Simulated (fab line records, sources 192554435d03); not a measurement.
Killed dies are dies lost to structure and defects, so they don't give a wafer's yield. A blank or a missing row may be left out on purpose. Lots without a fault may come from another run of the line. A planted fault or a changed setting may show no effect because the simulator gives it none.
Chamber matching | flow n5_finfet | N5_DUMMY_GATE_ETCH_44 on rie_si-05: 4 sister chambers
The step etches poly-Si in HBr/O2, stops on SiO2, target depth 127.5 nm. 16 wafers are shown with their chamber, then 7 later ones without.

WAFERS WITH THEIR CHAMBER
wafer  | chamber | throttle_valve_pct (%) | drypump_motor_current_A (A) | he_backside_leak_sccm (sccm)
L076.1 | 0       | 17.98                  | 6.5                         | 2.8
L076.4 | 1       | 18.54                  | 5.3                         | 2.4
L076.5 | 0       | 17.99                  | 6.5                         | 3.0
L077.1 | 1       | 18.55                  | 5.3                         | 2.5
L077.4 | 3       | 18.48                  | 5.9                         | 3.0
L077.6 | 3       | 18.46                  | 5.9                         | 2.9
L082.3 | 2       | 18.25                  | 6.2                         | 2.7
L082.4 | 1       | 18.54                  | 5.3                         | 2.6
L082.6 | 0       | 17.98                  | 6.4                         | 2.7
L084.2 | 3       | 18.48                  | 5.9                         | 3.0
L084.3 | 1       | 18.55                  | 5.2                         | 2.4
L084.4 | 0       | 17.98                  | 6.5                         | 2.7
L087.1 | 2       | 18.26                  | 6.2                         | 2.7
L087.4 | 1       | 18.55                  | 5.3                         | 2.2
L087.5 | 0       | 17.99                  | 6.5                         | 2.7
L093.1 | 1       | 18.56                  | 5.2                         | 2.4

SIGNATURES (means of the wafers above)
reading                 | chamber 0 | chamber 1 | chamber 2 | chamber 3 | scatter within a chamber
throttle_valve_pct      | 17.9840   | 18.5483   | 18.2550   | 18.4733   | 0.00775
drypump_motor_current_A | 6.480     | 5.267     | 6.200     | 5.900     | 0.0422
he_backside_leak_sccm   | 2.780     | 2.417     | 2.700     | 2.967     | 0.117
Rule: a wafer's distance from a chamber is the root of the sum, over the readings, of the square of ((its reading less the chamber's mean) divided by the reading's scatter). The wafer belongs to the nearest chamber; if the next one is less than 2 further off, it can't be placed. The scatter: the root of (the sum of the squares of (reading less its chamber's mean) over the shown wafers, divided by (wafers less chambers)).

WAFERS WITHOUT THEIR CHAMBER
wafer  | throttle_valve_pct (%) | drypump_motor_current_A (A) | he_backside_leak_sccm (sccm)
L093.4 | 18.46                  | 5.9                         | 2.8
L093.6 | 17.99                  | 6.5                         | 2.6
L094.2 | 18.55                  | 5.2                         | 2.6
L094.4 | 17.99                  | 6.5                         | 2.6
L094.5 | 18.46                  | 5.9                         | 3.2
L095.3 | 18.53                  | 5.3                         | 2.4
L095.6 | 18.55                  | 5.2                         | 2.6

WHICH CHAMBER EACH WENT THROUGH
wafer  | from the rows above | in truth
L093.4 | 3                   | 3
L093.6 | 0                   | 0
L094.2 | 1                   | 1
L094.4 | 0                   | 0
L094.5 | 3                   | 3
L095.3 | 1                   | 1
L095.6 | 1                   | 1
Placed correctly: 7 of 7. Can't be placed from these rows: 0. Placed wrongly: 0.
